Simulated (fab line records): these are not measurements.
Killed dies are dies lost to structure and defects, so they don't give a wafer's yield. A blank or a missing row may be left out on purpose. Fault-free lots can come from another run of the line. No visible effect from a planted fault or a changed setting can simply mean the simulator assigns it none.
Chamber matching ; flow nand harc ; rie diel-02 running NHARC_P_ZERO_WELL_DESCUM_13: 4 sister chambers
The step chemistry O2, time 3 s. 16 wafers are shown with their chamber, then 8 later ones without.

EACH WAFER AND ITS CHAMBER
wafer;chamber;drypump motor current A (A);rf vpp V (V);throttle valve pct (%)
L074.2;0;5.7;59.0;11.298
L074.4;3;5.2;58.4;11.302
L074.5;0;5.7;58.2;11.310
L079.1;1;5.5;58.0;11.303
L079.5;0;5.8;56.2;11.315
L079.6;3;5.2;56.6;11.312
L084.1;2;5.9;58.0;11.299
L084.3;1;5.5;56.3;11.311
L084.6;2;5.9;59.3;11.304
L088.1;0;5.8;57.8;11.297
L088.4;2;5.9;58.6;11.295
L088.5;3;5.2;56.8;11.315
L089.1;1;5.5;57.0;11.300
L089.2;2;5.9;59.1;11.307
L089.4;3;5.2;57.3;11.330
L091.1;3;5.2;56.8;11.326

SIGNATURES, as means of the wafers listed above
reading;chamber 0;chamber 1;chamber 2;chamber 3;scatter within a chamber
drypump motor current A;5.750;5.500;5.900;5.200;0.0289
rf vpp V;57.800;57.100;58.750;57.180;0.854
throttle valve pct;11.30500;11.30467;11.30125;11.31700;0.00862
Rule: distance of a wafer from a chamber = root of the sum over the readings of ((wafer's reading minus chamber's mean) / reading's scatter) squared. If the next closest chamber is less than 2 further off than the closest, the wafer can't be placed; otherwise it belongs to the closest. The scatter: take each reading less its chamber's mean, square it, sum over the shown wafers, divide by the number of wafers less the number of chambers, and take the root.

WAFERS WITH NO CHAMBER GIVEN
wafer;drypump motor current A (A);rf vpp V (V);throttle valve pct (%)
L091.2;5.9;58.8;11.302
L091.5;5.9;58.3;11.320
L093.1;5.9;57.8;11.301
L093.2;5.2;58.4;11.319
L093.6;5.5;56.2;11.304
L096.2;5.5;58.3;11.325
L096.4;5.8;57.3;11.318
L096.6;5.5;57.2;11.306

WHICH CHAMBER EACH ONE RAN IN
wafer;from the rows above;in truth
L091.2;2;2
L091.5;2;2
L093.1;2;2
L093.2;3;3
L093.6;1;1
L096.2;1;1
L096.4;can't be placed: 0 or 2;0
L096.6;1;1
Correctly placed: 7 of 8. Unplaceable from these rows: 1, with the true chamber sitting among the candidates in 1. Number placed wrongly: 0.
